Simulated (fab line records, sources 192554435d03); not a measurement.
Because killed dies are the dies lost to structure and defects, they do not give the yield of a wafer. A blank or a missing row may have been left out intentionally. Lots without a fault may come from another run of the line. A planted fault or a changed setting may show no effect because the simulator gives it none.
A lot that was struck, set against a sound lot -- flow n5_finfet -- 29 steps out of a route of 1938
Sound: wafers L760.1, L760.3, L760.6. Struck: wafer L761.2. The cause comes at the end.
Per side, at each step with rows, come the tool, then ch with its chambers, and then its first start. Under that, the readings that differ: sound wafers -- struck wafers -- difference of the means -- sigmas: that difference in standard deviations of wafers without a fault.
alike: words and numbers the same on both sides, and readings whose means are apart by under 2 such deviations; not compared: readings that were withheld, readings missing a value for some wafer, numbers with overlapping values and no deviation given by the record, and bounds like >300 which may hide the same value.
The two part at a step that has a row with sigmas, a row that says differs or no value, or rows on one side only. When numbers do not overlap yet have no deviation, they are printed without sigmas and do not part them. A reading that every wafer of one side lacks parts them only if that side has two wafers or more.

first, 6 steps without rows for these wafers: N5_BEOL_M0_SAQP_COAT_34 (resist thk 30 nm); N5_BEOL_M0_SAQP_EBR_36; N5_BEOL_M0_SAQP_SOFTBAKE_35 (time 60 s); N5_BEOL_M0_SAQP_EXPOSE_37 (exposes mask M0 CUT1, target cd 30 nm); N5_BEOL_M0_SAQP_PEB_38 (peb time 60 s); N5_BEOL_M0_SAQP_DEVELOP_39 (develop time 30 s).
N5_BEOL_M0_SAQP_CD_MEAS_40 targets a cd of 30 nm.
  sound on cd_sem-02 ch 0, day 6 00:55; struck on cd_sem-03 ch 0, day 6 05:58
  alike: cd_nm
N5_BEOL_M0_SAQP_OVL_MEAS_41:
  sound on overlay-01 ch 0, day 6 00:57; struck on overlay-01 ch 0, day 6 06:00
reading,sound,struck,difference,sigmas
M0_CUT1_OVL (nm),-0.5 -0.4 -0.7,1.2,+1.7,+2
N5_BEOL_M0_SAQP_INSPECT_42: inspects for defects (brightfield).
  struck on defect_inspect-01, day 6 06:03; sound on defect_inspect-01, day 6 01:01
  alike: raw_defect_count
then, 2 steps without rows for these wafers: N5_BEOL_M0_SAQP_DESCUM_45 (chemistry O2, time 7 s); N5_BEOL_M0_SAQP_ETCH_88 (etches underlayer in N2/H2, target depth 6.5 nm, time 5.2 s).
N5_BEOL_M0_SAQP_ETCH_73: etches SiARC in CF4, target depth 19.5 nm, time 32.5 s.
  sound on rie_diel-02 ch 0,1,2, day 6 01:05; struck on rie_diel-02 ch 0, day 6 06:16
  alike: drypump_motor_current_A, etch_rf_on_time_s, oes_product_au, rf_vpp_V, showerhead_plenum_p_Torr, throttle_valve_pct
  not compared: rf_hours_counter_h
N5_BEOL_M0_SAQP_CUT_ETCH_46: etches SOC in N2/H2, target depth 135 nm, overetch 27 nm, time 202.5 s.
  sound on rie_diel-02 ch 0,1,2, day 6 01:07; struck on rie_diel-02 ch 0, day 6 06:17
  alike: drypump_motor_current_A, rf_vpp_V, showerhead_plenum_p_Torr, throttle_valve_pct
  not compared: rf_hours_counter_h
then, 2 steps without rows for these wafers: N5_BEOL_M0_SAQP_STRIP_74 (strips in N2/H2); N5_BEOL_M0_SAQP_STRIP_89 (strips in N2/H2).
N5_BEOL_M0_SAQP_ALD_48: deposits SiO2, target thk 20 nm, pulse time 1 s, co reactant pulse time 1 s.
  sound on ald_sin-02 ch 0,2,3, day 6 01:19; struck on ald_sin-02 ch 0, day 6 06:29
  alike: heater_power_w, precursor_pulse_height_rel
N5_BEOL_M0_SAQP_ETCH_49: etches SiO2 in CF4/O2, target depth 37 nm.
  sound on rie_diel-05 ch 1,3, day 6 01:51; struck on rie_diel-02 ch 3, day 6 07:01
reading,sound,struck,difference,sigmas
rf_vpp_V (V),247 247 249,241,-7,-2
showerhead_plenum_p_Torr (Torr),2.34 2.27 2.27,2.13,-0.16,-2
  alike: drypump_motor_current_A, oes_product_au, throttle_valve_pct
  not compared: rf_hours_counter_h
N5_BEOL_M0_SAQP_STRIP_75: strips in CF4.
  sound on rie_diel-05 ch 1,3, day 6 01:57; struck on rie_diel-02 ch 3, day 6 07:07
reading,sound,struck,difference,sigmas
rf_vpp_V (V),276.3 273.1 273.0,270.3,-3.8,-2
showerhead_plenum_p_Torr (Torr),1.89 1.84 1.84,1.74,-0.12,-2
  alike: drypump_motor_current_A, oes_product_au, throttle_valve_pct
  not compared: rf_hours_counter_h
then, 7 steps without rows for these wafers: N5_BEOL_M0_CUTY_COAT_50 (time 60 s, resist thk 15 nm); N5_BEOL_M0_CUTY_COAT_51 (resist thk 150 nm); N5_BEOL_M0_CUTY_EBR_52; N5_BEOL_M0_CUTY_SOFTBAKE_53 (time 60 s); N5_BEOL_M0_CUTY_EXPOSE_54 (exposes mask M0 ABLK); N5_BEOL_M0_CUTY_PEB_55 (peb time 60 s); N5_BEOL_M0_CUTY_DEVELOP_56 (develop time 30 s).
N5_BEOL_M0_CUTY_CD_MEAS_57 targets a cd of 200 nm.
  sound on cd_sem-03 ch 0, day 6 02:20; struck on cd_sem-01 ch 0, day 6 07:31
  alike: cd_nm
N5_BEOL_M0_CUTY_OVL_MEAS_58:
  sound on overlay-02 ch 0, day 6 02:22; struck on overlay-01 ch 0, day 6 07:32
  alike: M0_ABLK_OVL
N5_BEOL_M0_CUTY_INSPECT_59: inspects for defects (macro).
  struck on defect_inspect-02, day 6 07:34; sound on defect_inspect-02, day 6 02:24
reading,sound,struck,difference,sigmas
raw_defect_count,1 0 3,14,+13,+10
N5_BEOL_M0_CUTY_DESCUM_61: chemistry O2, time 7.9 s.
  sound on rie_diel-01 ch 1,3, day 6 02:26; struck on rie_diel-06 ch 0, day 6 07:36
  alike: drypump_motor_current_A, oes_product_au, rf_vpp_V, showerhead_plenum_p_Torr, throttle_valve_pct
  not compared: rf_hours_counter_h

## WHERE THEY PART
Last at N5_BEOL_M0_CUTY_INSPECT_59 as far as this record goes, first at N5_BEOL_M0_SAQP_OVL_MEAS_41. Later steps at which nothing parts them and some readings are alike: N5_BEOL_M0_CUTY_DESCUM_61.

WHY: whatever the simulator had introduced
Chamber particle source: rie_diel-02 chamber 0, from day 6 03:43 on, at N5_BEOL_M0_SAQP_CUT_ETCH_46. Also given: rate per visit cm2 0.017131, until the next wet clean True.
